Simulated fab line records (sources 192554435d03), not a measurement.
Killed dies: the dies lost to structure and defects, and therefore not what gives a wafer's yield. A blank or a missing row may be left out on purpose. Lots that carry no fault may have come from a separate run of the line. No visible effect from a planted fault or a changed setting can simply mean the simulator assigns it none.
Check of tool commonality + flow n5Finfet + Sample size 10 lots and 29 wafers

== WHAT PROMPTED THE OPENING ==
At N5_ILD0_THK_MEAS_13 the reading thkNm is flagged on 3 of 10 lots. Fault-free wafers read 17.2 nm, with a standard deviation of 1.6.
Rule: a lot gets a flag if all its wafers with a number sit over 4 standard deviations from that mean, or if no wafer of it has a number. The other lots count as sound.

| lot  | measured    | on           | thkNm (nm), wafer by wafer | flag    |
|------|-------------|--------------|----------------------------|---------|
| L841 | day 4 03:44 | filmMetro-01 | 17.1 19.7 18.7             |         |
| L844 | day 4 16:44 | filmMetro-01 | 16.0 17.2 14.1             |         |
| L850 | day 6 08:55 | filmMetro-02 | 16.1 16.6                  |         |
| L853 | day 7 02:58 | filmMetro-01 | 17.2 20.2 14.1             |         |
| L854 | day 7 06:13 | filmMetro-02 | 24.1 23.8 24.0             | FLAGGED |
| L855 | day 7 14:28 | filmMetro-02 | 24.1 24.2 24.0             | FLAGGED |
| L856 | day 7 16:20 | filmMetro-01 | 24.2 23.8 23.8             | FLAGGED |
| L857 | day 7 23:16 | filmMetro-02 | 18.3 14.7 15.8             |         |
| L862 | day 9 06:50 | filmMetro-01 | 17.7 16.5 14.2             |         |
| L863 | day 9 11:16 | filmMetro-02 | 17.5 19.9 17.0             |         |
On average the flagged lots' numbers are 24.0 nm, which is +6.8 nm against the usual, or +4 standard deviations.

== WHICH TOOL RAN EACH LOT ==
The record holds 2 process steps before the reading, out of a route of 1938 steps. Cell contents, in order: the tool; ch with the chambers the sampled wafers went through; the start.
| lot  | flag    | N5_ILD0_ALD_15                  | N5_ILD0_CMP_12               |
|------|---------|---------------------------------|------------------------------|
| L841 |         | aldSin-01 ch 0,2,3, day 4 01:14 | cmp-04 ch 0,1,2, day 4 03:27 |
| L844 |         | aldSin-04 ch 0,3, day 4 14:14   | cmp-03 ch 2,3, day 4 16:29   |
| L850 |         | aldSin-02 ch 0,1, day 6 06:25   | cmp-04 ch 3, day 6 08:37     |
| L853 |         | aldSin-02 ch 0,1,2, day 7 00:28 | cmp-02 ch 0,1,3, day 7 02:41 |
| L854 | FLAGGED | aldSin-02 ch 1,2,3, day 7 03:43 | cmp-02 ch 2,3, day 7 05:58   |
| L855 | FLAGGED | aldSin-01 ch 0,1,3, day 7 11:58 | cmp-02 ch 1,2, day 7 14:10   |
| L856 | FLAGGED | aldSin-02 ch 0,1, day 7 13:50   | cmp-03 ch 0,2, day 7 16:04   |
| L857 |         | aldSin-02 ch 0,2,3, day 7 20:47 | cmp-03 ch 0,2,3, day 7 22:59 |
| L862 |         | aldSin-04 ch 0,1,3, day 9 04:20 | cmp-03 ch 1,2,3, day 9 06:37 |
| L863 |         | aldSin-02 ch 0,3, day 9 08:46   | cmp-04 ch 0,1,2, day 9 11:02 |
What the steps here do:
- N5_ILD0_ALD_15: deposits SiNx, target thk 24 nm, pulse time 1 s, ald cycles 480.
- N5_ILD0_CMP_12: polishes SiNx, stops on poly-Si, t overpolish 6 s, target thk 17.67 nm.
- N5_ILD0_THK_MEAS_13

== FLAGGED AGAINST TOTAL, ONE TOOL AT A TIME (gauges that did the reading follow at the end) ==
| step                | tool         | lots run | flagged | share of the flagged lots | sound lots run after its first flagged lot |
|---------------------|--------------|----------|---------|---------------------------|--------------------------------------------|
| N5_ILD0_ALD_15      | aldSin-01    | 2        | 1       | some                      | 0                                          |
| N5_ILD0_ALD_15      | aldSin-02    | 6        | 2       | some                      | 2 (L857,L863)                              |
| N5_ILD0_ALD_15      | aldSin-04    | 2        | 0       | none                      | -                                          |
| N5_ILD0_CMP_12      | cmp-02       | 3        | 2       | some                      | 0                                          |
| N5_ILD0_CMP_12      | cmp-03       | 4        | 1       | some                      | 2 (L857,L862)                              |
| N5_ILD0_CMP_12      | cmp-04       | 3        | 0       | none                      | -                                          |
| N5_ILD0_THK_MEAS_13 | filmMetro-01 | 5        | 1       | some                      | 1 (L862)                                   |
| N5_ILD0_THK_MEAS_13 | filmMetro-02 | 5        | 2       | some                      | 2 (L857,L863)                              |

== WHAT THE TABLE ALLOWS ==
No row of the table ran every flagged lot.

== WHAT THE SIMULATOR HAD INSERTED ==
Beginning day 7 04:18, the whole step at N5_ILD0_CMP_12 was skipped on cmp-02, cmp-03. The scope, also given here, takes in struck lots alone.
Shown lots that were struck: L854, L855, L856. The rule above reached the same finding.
